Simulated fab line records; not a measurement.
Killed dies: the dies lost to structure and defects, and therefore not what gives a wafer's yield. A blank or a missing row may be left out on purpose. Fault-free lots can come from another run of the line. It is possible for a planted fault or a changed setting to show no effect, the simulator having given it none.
The tool behind it: which one?	flow n5 finfet	10 lots with 29 wafers sampled at 6 steps, on a route of 1938 steps

== WHAT THE GAUGES SHOWED, per wafer ==
N5_START_INSPECT_01: inspects for defects (unpatterned scan). Usual: raw defect count reads 5.9 (standard deviation 2.6).
lot	measured	on	raw defect count	flag
L635	day 2 00:02	defect inspect-01	6 2 5	
L636	day 2 06:02	defect inspect-01	6 8 5	
L638	day 2 18:02	defect inspect-01	4 7 3	
L639	day 3 00:02	defect inspect-01	4 9 5	
L642	day 3 18:02	defect inspect-02	5 14 4	
L643	day 4 00:02	defect inspect-01	6 4 6	
L645	day 4 12:02	defect inspect-01	3 3	
L646	day 4 18:02	defect inspect-01	4 6 5	
L652	day 6 06:02	defect inspect-02	8 7 12	
L656	day 7 06:02	defect inspect-01	7 2 5	

N5_ZERO_LAYER_CD_MEAS_11 targets a cd of 2000 nm. Usual: cd nm reads 2000.2 nm (standard deviation 2.7).
lot	measured	on	cd nm (nm)	flag
L635	day 2 00:39	cd sem-02	2000.9 1998.2 2001.1	
L636	day 2 06:39	cd sem-02	2000.2 1999.8 1996.6	
L638	day 2 18:46	cd sem-02	2001.5 2002.2 2001.6	
L639	day 3 00:47	cd sem-02	1998.6 1998.2 2002.0	
L642	day 3 18:39	cd sem-03	2001.0 1996.1 2001.5	
L643	day 4 00:38	cd sem-02	2002.6 1998.4 2004.0	
L645	day 4 12:39	cd sem-02	2001.1 2002.8	
L646	day 4 18:38	cd sem-01	1998.7 2003.1 2004.3	
L652	day 6 06:47	cd sem-03	1995.9 1987.1 2000.1	
L656	day 7 06:39	cd sem-03	1981.8 1997.1 1998.4	

N5_PMOS_HMC_CHANNEL_EPI_OVL_MEAS_10. Usual: PMOS_HMC_BLK_OVL typically reads -0.1 nm, with standard deviation 0.84.
lot	measured	on	PMOS_HMC_BLK_OVL (nm)	flag
L635	day 2 05:27	overlay-02	-0.6 -0.6 -0.3	
L636	day 2 11:07	overlay-01	-0.8 0.9 -0.5	
L638	day 3 02:38	overlay-01	0.4 0.1 0.5	
L639	day 3 06:53	overlay-02	0.3 0.4 1.2	
L642	day 4 00:22	overlay-01	-0.6 -0.8 0.3	
L643	day 4 05:13	overlay-01	-0.5 0.4 0.7	
L645	day 4 16:57	overlay-02	-0.9 -0.2	
L646	day 5 00:46	overlay-02	-0.6 1.2 -0.6	
L652	day 6 11:14	overlay-02	0.9 0.5 0.1	
L656	day 7 11:17	overlay-01	0.7 0.3 -0.3	

N5_BEOL_M4_RC_MEAS_101. Usual: DIBL_N 36.0 mV/V, standard deviation 2.2; DIBL_P 35.9 mV/V, standard deviation 2.6; IOFF_N 0.16 nA/um, standard deviation 0.038; IOFF_P 0.21 nA/um, standard deviation 0.042; ION_N 675 uA/um, standard deviation 15; ION_P 463 uA/um, standard deviation 10; SS_N 71.5 mV/dec, standard deviation 0.62; SS_P 73.2 mV/dec, standard deviation 0.76; VT_N 250 mV, standard deviation 4.1; VT_P -251 mV, standard deviation 3.6.
lot	measured	on	DIBL_N (mV/V)	DIBL_P (mV/V)	IOFF_N (nA/um)	IOFF_P (nA/um)	ION_N (uA/um)	ION_P (uA/um)	SS_N (mV/dec)	SS_P (mV/dec)	VT_N (mV)	VT_P (mV)	flag
L635	day 8 00:55	prober-02	36.3 35.1 32.8	37.2 36.8 34.1	0.17 0.15 0.12	0.21 0.19 0.16	675 662 672	458 454 463	72.3 71.6 70.7	73.5 73.3 72.1	249 251 253	-252 -252 -255	
L636	day 9 02:25	prober-02	33.3 36.6 34.8	33.6 37.5 34.4	0.12 0.17 0.14	0.15 0.20 0.15	657 680 656	446 458 444	70.9 72.6 71.8	73.0 73.8 73.3	253 247 251	-255 -251 -255	
L638	day 9 03:22	prober-01	38.7 36.1 33.1	39.3 35.5 32.3	0.21 0.16 0.12	0.26 0.19 0.16	690 675 662	471 459 452	72.2 72.4 71.2	74.5 73.7 72.1	245 249 252	-249 -251 -253	
L639	day 9 19:13	prober-01	43.9 41.1 37.2	43.5 40.2 35.3	0.29 0.22 0.14	0.34 0.26 0.19	693 687 684	471 469 467	72.5 72.6 71.3	75.3 74.2 73.0	245 243 252	-245 -247 -255	
L642	day 9 23:51	prober-02	37.8 35.3 35.8	37.3 34.2 33.6	0.16 0.12 0.13	0.19 0.16 0.15	675 644 653	459 445 446	71.2 70.9 71.9	73.3 73.4 72.5	252 259 256	-254 -256 -259	
L643	day 10 11:47	prober-01	32.1 37.1 35.9	32.0 37.1 37.0	0.11 0.16 0.15	0.13 0.19 0.20	679 687 676	457 463 453	70.8 72.5 71.3	71.7 72.6 72.6	251 250 247	-258 -254 -252	
L645	day 11 07:55	prober-01	34.9 35.5	34.8 36.6	0.14 0.15	0.18 0.20	681 666	466 456	71.4 71.6	72.5 73.4	250 246	-250 -254	
L646	day 11 13:40	prober-02	35.7 32.8 36.7	35.0 31.4 34.6	0.15 0.11 0.16	0.19 0.15 0.19	671 670 669	464 458 457	70.9 70.7 71.8	72.2 72.1 72.8	248 253 249	-250 -254 -250	
L652	day 12 17:16	prober-02	38.6 39.9 38.5	39.0 42.4 39.0	0.18 0.22 0.20	0.23 0.29 0.25	675 696 689	464 482 472	71.9 72.1 71.6	73.4 73.9 73.0	249 245 246	-250 -248 -250	
L656	day 13 18:21	prober-02	36.0 35.7 35.6	37.0 36.7 37.8	0.18 0.18 0.19	0.25 0.25 0.28	684 693 700	464 475 491	71.0 71.2 71.5	73.4 73.6 74.2	245 244 245	-248 -245 -245	

== WHAT TOOL EACH LOT RAN ON (gives the tool, then ch and the chambers of the sampled wafers, and finally the start) ==
lot	N5_ZERO_LAYER_PEB_09	N5_WELL_APT_DESCUM_13
L635	litho track-05 ch 0, day 2 00:32	rie diel-06 ch 1,2,3, day 2 01:59
L636	litho track-05 ch 0, day 2 06:31	rie diel-04 ch 0,3, day 2 07:53
L638	litho track-01 ch 0, day 2 18:39	rie diel-04 ch 1,3, day 2 21:31
L639	litho track-05 ch 0, day 3 00:40	rie diel-01 ch 0,1,3, day 3 03:10
L642	litho track-01 ch 0, day 3 18:32	rie diel-06 ch 0,2, day 3 19:47
L643	litho track-01 ch 0, day 4 00:31	rie diel-06 ch 0,1,2, day 4 01:53
L645	litho track-01 ch 0, day 4 12:31	rie diel-01 ch 1,2, day 4 13:41
L646	litho track-01 ch 0, day 4 18:31	rie diel-01 ch 2,3, day 4 19:42
L652	litho track-01 ch 0, day 6 06:40	rie diel-04 ch 2,3, day 6 07:55
L656	litho track-01 ch 0, day 7 06:32	rie diel-01 ch 0,3, day 7 07:48
- N5_ZERO_LAYER_PEB_09
- N5_WELL_APT_DESCUM_13: chemistry O2, time 7.9 s.

== WHAT THE TOOLS THEMSELVES READ (means of the sampled wafers that have a number; where no wafer has one, the mark that the record gives instead) ==
N5_WELL_APT_DESCUM_13. Usual: drypump motor current A 5.7 A, standard deviation 0.31; oes product au 0.81 a.u., standard deviation 0.089; rf vpp V 243.5 V, standard deviation 1.2; showerhead plenum p Torr 2.11 Torr, standard deviation 0.062; throttle valve pct 20.4 %, standard deviation 0.32.
lot	tool	drypump motor current A (A)	oes product au (a.u.)	rf vpp V (V)	showerhead plenum p Torr (Torr)	throttle valve pct (%)	flag
L635	rie diel-06	5.8	0.82	244.8	2.13	20.3	
L636	rie diel-04	6.2	0.82	242.2	2.08	20.3	
L638	rie diel-04	5.9	0.82	242.9	2.07	20.2	
L639	rie diel-01	5.4	0.80	244.6	2.17	20.7	
L642	rie diel-06	5.6	0.90	242.8	2.06	19.9	
L643	rie diel-06	5.7	0.81	244.3	2.10	20.2	
L645	rie diel-01	5.7	0.73	243.6	2.08	20.8	
L646	rie diel-01	5.7	0.83	243.1	2.08	20.6	
L652	rie diel-04	5.7	0.75	243.7	2.10	20.0	
L656	rie diel-01	5.4	0.86	243.8	2.14	20.5	

== THE ANSWER, worked out from the rows above alone ==
Rule: a lot is off if the mean of its wafers that have a number lies more than 3 standard deviations from the usual mean. A lot without any number at a reading at which 4 lots or more have one is off too. Any other lot the step has rows for is counted as sound. First the gauges in route order, then the tools' own readings, where a lot's mean is used as printed above. At the first step where some lot is off, the reading lying furthest off is the one used; lots without a number count as furthest.
No lot is off at any reading shown: from this, nothing can be told.

== WHAT THE SIMULATOR HAD PUT IN ==
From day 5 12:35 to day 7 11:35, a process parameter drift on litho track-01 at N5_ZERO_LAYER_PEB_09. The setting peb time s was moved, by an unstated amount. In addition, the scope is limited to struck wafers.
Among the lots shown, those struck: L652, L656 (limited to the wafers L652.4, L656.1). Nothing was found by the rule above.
